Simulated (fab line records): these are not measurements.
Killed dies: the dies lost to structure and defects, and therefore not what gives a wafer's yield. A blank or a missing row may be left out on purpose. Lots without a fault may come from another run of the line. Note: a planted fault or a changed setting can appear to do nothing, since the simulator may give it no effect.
What tool caused it?	flow nand harc	30 wafers from 10 lots sampled at 5 of the route's 1159 steps

## WHAT EACH GAUGE READ, for each wafer
NHARC_END_SORT_01.
lot	measured	on	defect limited yield (%)
L278	day 20 15:47	prober-02	96.5 96.8 96.5

## WHICH TOOL RAN EACH LOT (tool, then ch and the chambers of the sampled wafers, then the start)
lot	NHARC_A_M1_ETCH_35	NHARC_A_M1_ETCH_28	NHARC_A_BONDPAD_ETCH_24	NHARC_A_BONDPAD_DEGAS_25
L275	rie diel-13 ch 0,1,2, day 18 07:37	rie diel-09 ch 0,1,2, day 18 12:50 or earlier	rie diel-02 ch 0,2,3, day 18 12:50	pvd sputter-01, day 18 13:14
L279	rie diel-08 ch 0,1,3, day 19 00:06	rie diel-13 ch 0,1,2, day 19 05:43 or earlier	rie diel-02 ch 0,3, day 19 05:43	pvd sputter-02, day 19 06:08
L278	rie diel-08 ch 0,2,3, day 19 00:56	rie diel-13 ch 0,1,3, day 19 06:20 or earlier	rie diel-02 ch 2,3, day 19 06:20	pvd sputter-01, day 19 06:47
L281	rie diel-08 ch 0,2,3, day 19 21:29	rie diel-08 ch 1,2,3, day 20 02:42 or earlier	rie diel-06 ch 0,2, day 20 02:42	pvd sputter-02, day 20 03:05
L282	rie diel-09 ch 1,2,3, day 19 22:13	rie diel-08 ch 0,2,3, day 20 03:31 or earlier	rie diel-06 ch 2,3, day 20 03:31	pvd sputter-02, day 20 03:58
L283	rie diel-13 ch 0,1,2, day 20 07:10	rie diel-13 ch 1,2, day 20 12:26 or earlier	rie diel-06 ch 1,2, day 20 12:26	pvd sputter-01, day 20 12:52
L290	rie diel-08 ch 1,2,3, day 22 14:58	rie diel-08 ch 0,1,3, day 22 20:35 or earlier	rie diel-02 ch 1,2,3, day 22 20:35	pvd sputter-03, day 22 20:59
L294	rie diel-08 ch 2,3, day 23 09:37	rie diel-09 ch 0,1,2, day 23 15:53 or earlier	rie diel-06 ch 0,3, day 23 15:53	pvd sputter-03, day 23 16:22
L295	rie diel-13 ch 0,1, day 23 09:53	rie diel-13 ch 1,2,3, day 23 15:34 or earlier	rie diel-06 ch 2,3, day 23 15:34	pvd sputter-01, day 23 16:01
L296	rie diel-13 ch 1,2,3, day 23 13:19	rie diel-13 ch 0,1,2, day 23 18:25 or earlier	rie diel-06 ch 1,2,3, day 23 18:25	pvd sputter-03, day 23 18:49
- NHARC_A_M1_ETCH_35: etches the open film in N2/H2, target depth 40 nm, overetch 12 nm, time 43.94 s.
- NHARC_A_M1_ETCH_28: etches the open film in CF4/N2, target depth 30 nm, time 72.99 s.
- NHARC_A_BONDPAD_ETCH_24: etches the open film in CF4/N2, target depth 30 nm, time 72.99 s.
- NHARC_A_BONDPAD_DEGAS_25: time 60 s.

## THE ANSWER, worked out from the rows above alone
Rule: the usual values come from the lots themselves. Put in order of their means at a reading, lots are off if they are a third of the lots or fewer, leave a main group of 4 or more, and stand apart from it by a gap of 3 or more times the standard deviation of the main group's means; of several such gaps the widest counts. A main group whose means are all the same, to the digits that the tables above print for the reading, isn't used. A lot without any number at a reading at which 4 lots or more have one is off too. The other lots that the step has rows for count as sound.
No lot is off at any reading shown: from this, nothing can be told.

## WHAT WAS PUT IN BY THE SIMULATOR
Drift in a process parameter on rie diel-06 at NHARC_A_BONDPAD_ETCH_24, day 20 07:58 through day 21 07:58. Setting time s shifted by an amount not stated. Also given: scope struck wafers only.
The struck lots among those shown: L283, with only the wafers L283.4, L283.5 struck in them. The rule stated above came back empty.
